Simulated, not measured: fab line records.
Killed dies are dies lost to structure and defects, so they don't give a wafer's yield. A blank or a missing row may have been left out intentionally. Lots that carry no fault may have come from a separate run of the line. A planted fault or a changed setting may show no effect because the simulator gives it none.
Comparing a struck lot with a sound one ; flow n5_finfet ; 38 out of 1938 route steps
Sound: these wafers, L199.1, L199.3, L199.6. Struck: wafer L198.3 (L198.4, L198.5, from the same lot, were not struck and are left out); the cause is given at the end.
Each step with rows lists, per side, the tool, then ch with its chambers, then its first start. Under that, the readings that differ: sound wafers ; struck wafers ; difference of the means ; sigmas: that difference in standard deviations of wafers without a fault.
alike: readings with means less than 2 such deviations apart, plus words and numbers identical on both sides. not compared: withheld readings, readings lacking a value on some wafer, bounds such as >300 that could conceal the same value, and numbers that have no deviation in the record and whose values overlap.
Wherever a step has rows on one side only, a row that says differs or no value, or a row with sigmas, the two part there. When numbers do not overlap yet have no deviation, they are printed without sigmas and do not part them. A reading missing from all wafers of one side parts the sides only when that side holds two or more wafers.

first, 9 steps without rows for these wafers: N5_BEOL_M3_ANNEAL_95 (time 240 s); N5_BEOL_M3_SPUTTER_96 (material Cu, target thk 4.5 nm, time 8.29 s); N5_BEOL_M3_ECD_50 (material Cu, target thk 300 nm); N5_BEOL_M3_ANNEAL_51 (time 90 s); N5_BEOL_M3_CMP_52 (polishes, stops on SiOC, t overpolish 6.8 s, target thk 40 nm); N5_BEOL_M3_PRE_CLEAN_60 (time 15 s); N5_BEOL_M3_CO_CAP_55 (material Co, precursor CCTBA/H2, target thk 2 nm, time 102.1 s); N5_BEOL_M3_PRE_CLEAN_56 (time 15 s); N5_BEOL_M3_DEP_57 (deposits SiCN from 3MS/NH3, target thk 8 nm, time 14 s).
N5_BEOL_M4_ILD_DEP_00: deposits SiOC from DEMS/O2, target thk 79 nm, time 15.3 s.
  sound on pecvd-02 ch 0,1,2, day 9 10:51; struck on pecvd-01 ch 0, day 9 08:57
reading;sound;struck;difference;sigmas
model.SiOC_of_BEOL_M4_ILD_DEP_00.thk_nm (nm);79.6 78.4 80;112;+33;
  alike: heater_power_w, showerhead_plenum_p_Torr, throttle_valve_pct
N5_BEOL_M4_THK_MEAS_01:
  struck on film_metro-01, day 9 09:01; sound on film_metro-01, day 9 10:55
reading;sound;struck;difference;sigmas
M4_ILD_THK (nm);79.6 78.5 79.9;112.2;+32.9;+37
then, 24 steps without rows for these wafers: N5_BEOL_M4_PECVD_72 (deposits SiO2 from TEOS/O2, target thk 16 nm, time 18 s); N5_BEOL_M4_HM_DEP_02 (deposits TiN, target thk 20 nm); N5_BEOL_M4_COAT_61 (time 60 s, resist thk 60 nm); N5_BEOL_M4_COAT_62 (time 60 s, resist thk 12 nm); N5_BEOL_M4_COAT_73 (time 60 s, resist thk 5 nm); N5_BEOL_M4_COAT_05 (resist thk 30 nm); N5_BEOL_M4_EBR_07; N5_BEOL_M4_SOFTBAKE_06 (time 60 s); N5_BEOL_M4_EXPOSE_08 (exposes mask M4); N5_BEOL_M4_PEB_09 (peb time 60 s); N5_BEOL_M4_DEVELOP_10 (develop time 30 s); N5_BEOL_M4_DESCUM_16 (chemistry O2, time 7 s); N5_BEOL_M4_ETCH_74 (etches underlayer in N2/H2, target depth 6.5 nm, time 5.2 s); N5_BEOL_M4_ETCH_63 (etches SiARC in CF4, target depth 15.6 nm, time 26 s); N5_BEOL_M4_ETCH_64 (etches SOC in N2/H2, target depth 75 nm, overetch 22.5 nm, time 121.9 s); N5_BEOL_M4_STRIP_65 (strips in N2/H2); N5_BEOL_M4_STRIP_75 (strips in N2/H2); N5_BEOL_M4_STRIP_66 (strips in CF4); N5_BEOL_M4_HM_OPEN_17 (chemistry Cl2/BCl3, target TiN, target depth 20 nm, overetch 6 nm); N5_BEOL_M4_STRIP_19 (strips in O2); N5_BEOL_M4_COAT_67 (time 60 s, resist thk 60 nm); N5_BEOL_M4_COAT_68 (time 60 s, resist thk 12 nm); N5_BEOL_M4_COAT_76 (time 60 s, resist thk 5 nm); N5_BEOL_M4_COAT_22 (resist thk 30 nm).
N5_BEOL_M4_CMP_52: polishes, stops on SiOC, t overpolish 6.8 s, target thk 40 nm.
  sound on cmp-03 ch 0,1,3, day 9 19:45; struck on cmp-02 ch 0, day 9 16:48
reading;sound;struck;difference;sigmas
clearing_platen_down_force_psi (psi);1.4976 1.4981 1.4968;1.5032;+0.0057;+2
edge_zone_pressure_frac;1.006 0.997 0.990;1.008;+0.010;+2
model.SiOC_of_BEOL_M4_ILD_DEP_00.thk_nm (nm);76.6 75.4 77;109;+33;
  alike: motor_current_A
N5_BEOL_M4_RC_MEAS_101:
  the record has rows for the sound wafers here (prober-02 ch 0, day 9 20:17) and none for the struck ones
-- the record jumps here: 5 days lie between the struck wafers' starts before and after (it left off in module BEOL_M4 and takes up again in module PASSIVATION, whose first step shown is number 1936 of the route) --
N5_PASSIVATION_PROBE_49:
  the record has rows for the struck wafers here (prober-01, day 14 08:02) and none for the sound ones

## WHERE THEY PART
Earliest at N5_BEOL_M4_THK_MEAS_01; latest, in this record, at N5_PASSIVATION_PROBE_49.

WHY: what had been put in by the simulator
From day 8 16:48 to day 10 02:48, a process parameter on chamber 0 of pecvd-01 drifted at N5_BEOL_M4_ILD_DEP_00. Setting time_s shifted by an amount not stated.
